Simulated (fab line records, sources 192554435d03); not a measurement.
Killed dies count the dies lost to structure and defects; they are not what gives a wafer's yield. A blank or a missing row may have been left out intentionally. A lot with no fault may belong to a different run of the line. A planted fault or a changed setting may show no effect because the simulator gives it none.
fab line records | flow n5Finfet
record: lots: 7 wafers: 21
route steps=1938 shown BEOL_M14@1722 BEOL_M15@1819 PASSIVATION@1915
startH: the number of hours between the record's first day and the start of the first shown wafer of the lot | waitH: hours since the lot's step before | " the same as in the row above | L1.1+2: one row covering several wafers at once | - no value present, or no start provided | * or withheld: withheld | < > ~ a bound
route shown NAME@n: a module of which the file shows steps, and the number in the route of the first | usual: mean and standard deviation over wafers with no fault | same: alike in all rows | chamber/n: place in a boat | sites: each site's reading | _std_site: standard deviation across them | _edge_site: mean of outer sites minus mean of inner sites | radiusMm: how far each site lies from the wafer's centre | mask NAME#n: copy n | behind: the most recent tool/chamber to have shaped the wafer | hold: why the lot went on hold/how many hours it stayed there/how the hold came to an end | device: the transistor (n, p or np) that didn't switch | end of line: tests of these same wafers at the route's end | a step without rows: its recipe alone | killed: count of dies lost to structure and defects at first sort (not the wafer's yield) | map: dies across one wafer; x = killed, . = not, _ = none there
set.NAME: the setting as run; set.NAME@STEP: as run at that earlier step | model.NAME: the simulator's own value behind a step, which no gauge read
lots run with intentionally changed settings; tables by step, rows by wafer
== steps ==
step: N5_BEOL_M14_EXPOSE_07
recipe: maskId: V13 na: 0.8 sourceShape: annular sigmaInner: 0.5 sigmaOuter: 0.8 polarization: unpolarized attpsmPhaseDeg: 180 doseMj: 57
columns lot.wafer tool chamber startH waitH mask set.doseMj
L074.3+6 krfScanner-01 0 265.05 - V13#0 57
L074.4 " 0 " " V13#0 59.65
L075.1 krfScanner-01 0 267.56 - V13#0 57
L075.3+4 " 0 " " V13#0 58.12
L077.1 krfScanner-02 0 322.05 - V13#0 57
L077.3+6 " 0 " " V13#0 59.51
L085.2+3+4 krfScanner-01 0 378.39 - V13#0 57
L086.2+3 krfScanner-02 0 383.50 - V13#0 57
L086.5 " 0 " " V13#0 59.95
L089.1+4+6 krfScanner-02 0 386.98 - V13#0 57
L093.1+5+6 krfScanner-02 0 427.33 - V13#0 57
step: N5_BEOL_M14_PEB_08
recipe: pebTempC: 130 pebTimeS: 90
step: N5_BEOL_M14_DEVELOP_09
recipe: developTimeS: 45 rinseLiquid: diw dry: airSpin devTempC: 21
step: N5_BEOL_M14_HARDBAKE_14
recipe: tempC: 130 timeS: 120
step: N5_BEOL_M14_CD_MEAS_10
recipe: targetCdNm: 250 landingEnergyEv: 500 detector: seInlens polarity: opening
usual: cdNm: 249.7/1.8
columns lot.wafer tool chamber startH waitH set.doseMj@BEOL_M14_EXPOSE_07 cdNm
L074.3 cdSem-02 0 265.22 - 57 251.3
L074.4 " 0 " " 59.65 258.8
L074.6 " 0 " " 57 250.9
L075.1 cdSem-03 0 267.74 - 57 251.4
L075.3 " 0 " " 58.12 253.4
L075.4 " 0 " " 58.12 255.7
L077.1 cdSem-02 0 322.23 - 57 248.8
L077.3 " 0 " " 59.51 256.3
L077.6 " 0 " " 59.51 258.4
L085.2 cdSem-02 0 378.56 - 57 249.1
L085.3 " 0 " " 57 247.1
L085.4 " 0 " " 57 247.1
L086.2 cdSem-02 0 383.67 - 57 248.6
L086.3 " 0 " " 57 250.5
L086.5 " 0 " " 59.95 259.7
L089.1 cdSem-01 0 387.15 - 57 248.5
L089.4 " 0 " " 57 252.5
L089.6 " 0 " " 57 251.7
L093.1 cdSem-01 0 427.50 - 57 245.5
L093.5 " 0 " " 57 247.2
L093.6 " 0 " " 57 247.9
step: N5_BEOL_M14_DESCUM_15
recipe: chemistry: O2 timeS: 7.9 sourcePowerW: 50 biasPowerW: 20 pressureMtorr: 20 rfFrequencyHz: 2.712e+07 tempC: 40 o2FlowSccm: 225
step: N5_BEOL_M14_ETCH_59
recipe: chemistry: N2/H2 target: BARC targetDepthA: 890 overetchA: 267 timeS: 67.9 ionEnergyEv: 200 pressureMtorr: 30 sourceW: 840 biasW: 150 n2FlowSccm: 200 h2FlowSccm: 200
step: N5_BEOL_M14_VIA_ETCH_16
recipe: chemistry: C4F8/O2/Ar target: SiO2 heInnerTorr: 15 heOuterTorr: 30 targetDepthA: 12313 timeS: withheld ionEnergyEv: 800 pressureMtorr: 20 sourceW: 1905 biasW: 2040 Ar_flow_sccm: 400 C4F8_flow_sccm: 16 O2_flow_sccm: 12 ends: cleared
columns lot.wafer tool chamber startH waitH set.tempC@BEOL_M14_ILD_DEP_00 model.etch.depthNm
L074.3 rieDiel-01 1 265.39 0.0 400 1139
L074.4 " 0 " " 400 1113
L074.6 " 2 " " 398 1146
L075.1 rieDiel-01 3 267.91 0.0 400 1088
L075.3 " 2 " " 406.7 1075
L075.4 " 0 " " 400 1119
L077.1 rieDiel-03 1 322.55 0.0 407.5 1053
L077.3 " 3 " " 400 1097
L077.6 " 2 " " 407.5 1055
L085.2 rieDiel-05 0 378.89 0.0 400 1102
L085.3 " 3 " " 400 1111
L085.4 " 0 " " 400 1108
L086.2 rieDiel-05 3 384.09 0.0 407.5 1077
L086.3 " 0 " " 400 1132
L086.5 " 3 " " 400 1139
L089.1 rieDiel-03 1 387.33 0.0 400 1139
L089.4 " 2 " " 400 1149
L089.6 " 0 " " 392.3 1209
L093.1 rieDiel-01 3 427.90 0.0 400 1109
L093.5 " 0 " " 400 1120
L093.6 " 3 " " 400 1130
step: N5_BEOL_M14_STRIP_63
recipe: chemistry: O2 powerW: 600 tempC: 60 pressureMtorr: 30 rfFrequencyHz: 6e+07 biasPowerW: 0 overashFraction: 0.3 o2FlowSccm: 225
step: N5_BEOL_M14_STRIP_64
recipe: chemistry: O2 powerW: 600 tempC: 60 pressureMtorr: 30 rfFrequencyHz: 6e+07 biasPowerW: 0 overashFraction: 0.3 o2FlowSccm: 225
step: N5_BEOL_M14_STRIP_71
recipe: chemistry: postEtchResidueRemover timeS: 60 tempC: 25 removerPh: withheld removerWaterWtPct: withheld removerFluorideWtPct: withheld
step: N5_BEOL_M14_SRD_72
recipe: timeS: 30 tempC: 23 rinseLiquid: diw dry: n2Spin spinRpm: 1500 dryTimeS: 30
step: N5_BEOL_M14_CD_MEAS_17
recipe: targetCdNm: 250 polarity: opening
usual: cdNm: 250.9/2.2
columns lot.wafer tool chamber startH waitH set.doseMj@BEOL_M14_EXPOSE_07 cdNm
L074.3 cdSem-03 - 265.74 0.0 57 252.5
L074.4 " - " " 59.65 259.5
L074.6 " - " " 57 252.8
L075.1 cdSem-01 - 268.28 0.0 57 253.2
L075.3 " - " " 58.12 253.6
L075.4 " - " " 58.12 257.0
L077.1 cdSem-01 - 322.90 0.0 57 248.2
L077.3 " - " " 59.51 255.9
L077.6 " - " " 59.51 258.3
L085.2 cdSem-03 - 379.24 0.0 57 250.8
L085.3 " - " " 57 247.7
L085.4 " - " " 57 247.8
L086.2 cdSem-01 - 384.45 0.0 57 250.9
L086.3 " - " " 57 252.7
L086.5 " - " " 59.95 262.1
L089.1 cdSem-03 - 387.68 0.0 57 249.7
L089.4 " - " " 57 255.8
L089.6 " - " " 57 253.8
L093.1 cdSem-01 - 428.25 0.0 57 247.3
L093.5 " - " " 57 247.1
L093.6 " - " " 57 250.0
step: N5_BEOL_M15_SPUTTER_43
recipe: material: TaN targetThkA: 150 tempC: 50 biasV: 168.6 powerW: 15000 chamberPressurePa: 0.12 timeS: 24.19
columns lot.wafer tool chamber startH waitH set.timeS model.TaN_of_BEOL_M15_SPUTTER_43.thkNm
L074.3 pvdSputter-01 - 276.39 0.0 24.19 15.4
L074.4 " - " " 24.19 15
L074.6 " - " " 22.28 14.2
L075.1 pvdSputter-02 - 276.85 0.0 20.56 12.4
L075.3 " - " " 20.56 12.6
L075.4 " - " " 24.19 15
L077.1 pvdSputter-02 - 330.72 0.0 22.66 14
L077.3+6 " - " " 22.66 13.8
L085.2+4 pvdSputter-02 - 388.74 0.0 24.19 15
L085.3 " - " " 24.19 14.8
L086.2+5 pvdSputter-01 - 394.54 0.0 24.19 15.6
L086.3 " - " " 24.19 15.4
L089.1 pvdSputter-01 - 399.55 0.0 23.26 14.8
L089.4 " - " " 24.19 15.2
L089.6 " - " " 24.19 15
L093.1 pvdSputter-02 - 439.22 0.0 26.82 16.4
L093.5 " - " " 24.19 14.6
L093.6 " - " " 24.19 14.8
step: N5_PASSIVATION_PECVD_53
recipe: material: SiO2 targetThkA: 8000 tempC: 400 precursor: TEOS/O2 pressureTorr: 6.5 rfW: withheld teosFlowSccm: withheld gas: O2 flowSccm: 2650 timeS: 169.4
columns lot.wafer tool chamber startH waitH set.tempC model.SiO2_of_PASSIVATION_PECVD_53.thkNm
L074.3 pecvd-01 2 287.05 0.0 400 791.4
L074.4 " 1 " " 400 800.4
L074.6 " 0 " " 400 807.8
L075.1 pecvd-02 1 290.51 0.0 405.5 764.6
L075.3 " 0 " " 405.5 753
L075.4 " 2 " " 400 808
L077.1 pecvd-01 0 345.87 0.0 389.4 851
L077.3 " 1 " " 389.4 845
L077.6 " 2 " " 400 798
L085.2 pecvd-01 2 403.09 0.0 400 802
L085.3 " 1 " " 400 793.6
L085.4 " 1 " " 400 805.4
L086.2 pecvd-01 1 410.37 0.0 405.7 748.8
L086.3 " 0 " " 400 784.8
L086.5 " 0 " " 400 791.4
L089.1 pecvd-02 2 413.52 0.0 393.3 819.6
L089.4 " 0 " " 400 804.4
L089.6 " 2 " " 393.3 833.8
L093.1 pecvd-01 1 455.16 0.0 393 823
L093.5 " 0 " " 400 797.6
L093.6 " 2 " " 393 844.4
step: N5_PASSIVATION_PECVD_35
recipe: material: SiNx targetThkA: 7000 tempC: 400 precursor: SiH4/NH3/N2 pressureTorr: 4.9 rfW: 1406 timeS: 151.3
columns lot.wafer tool chamber startH waitH set.timeS model.SiNx_of_PASSIVATION_PECVD_35.thkNm
L074.3 pecvd-01 2 287.16 0.1 151.3 694.4
L074.4 " 1 " " 151.3 702.2
L074.6 " 0 " " 151.3 701.2
L075.1 pecvd-02 1 290.62 0.1 151.3 706.4
L075.3 " 0 " " 167.1 758.8
L075.4 " 2 " " 167.1 775.4
L077.1 pecvd-01 0 345.98 0.1 157.9 715.2
L077.3 " 1 " " 151.3 693.2
L077.6 " 2 " " 157.9 731.2
L085.2+3 pecvd-01 2,1 403.20 0.1 151.3 702
L085.4 " 1 " " 151.3 713.6
L086.2 pecvd-01 1 410.48 0.1 151.3 696
L086.3 " 0 " " 151.3 691
L086.5 " 0 " " 141.3 653.4
L089.1 pecvd-02 2 413.63 0.1 151.3 693.6
L089.4 " 0 " " 151.3 700
L089.6 " 2 " " 151.3 701
L093.1 pecvd-01 1 455.27 0.1 151.3 687
L093.5 " 0 " " 170.4 797.2
L093.6 " 2 " " 170.4 798.8
== key ==
split: step: N5_BEOL_M14_EXPOSE_07 setting: doseMj stated: 57 by: wafer
response: step: N5_BEOL_M14_CD_MEAS_10 reading: cdNm change: +1.85 per: 1% r: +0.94
response: step: N5_BEOL_M14_CD_MEAS_17 reading: cdNm change: +1.79 per: 1% r: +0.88
split: step: N5_BEOL_M15_SPUTTER_43 setting: timeS stated: 24.19 by: wafer
response: step: N5_BEOL_M15_SPUTTER_43 reading: model.TaN_of_BEOL_M15_SPUTTER_43.thkNm change: +0.155 per: 1% r: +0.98
split: step: N5_PASSIVATION_PECVD_53 setting: tempC stated: 400 by: wafer
response: step: N5_PASSIVATION_PECVD_53 reading: model.SiO2_of_PASSIVATION_PECVD_53.thkNm change: -21.2 per: 1% r: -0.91
split: step: N5_PASSIVATION_PECVD_35 setting: timeS stated: 151.3 by: wafer
response: step: N5_PASSIVATION_PECVD_35 reading: model.SiNx_of_PASSIVATION_PECVD_35.thkNm change: +7.34 per: 1% r: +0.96
split outsideThisFile step=N5_BEOL_M14_ILD_DEP_00 setting=tempC
split outsideThisFile: this setting was split too, and the file shows its column; the key of that split is in another file
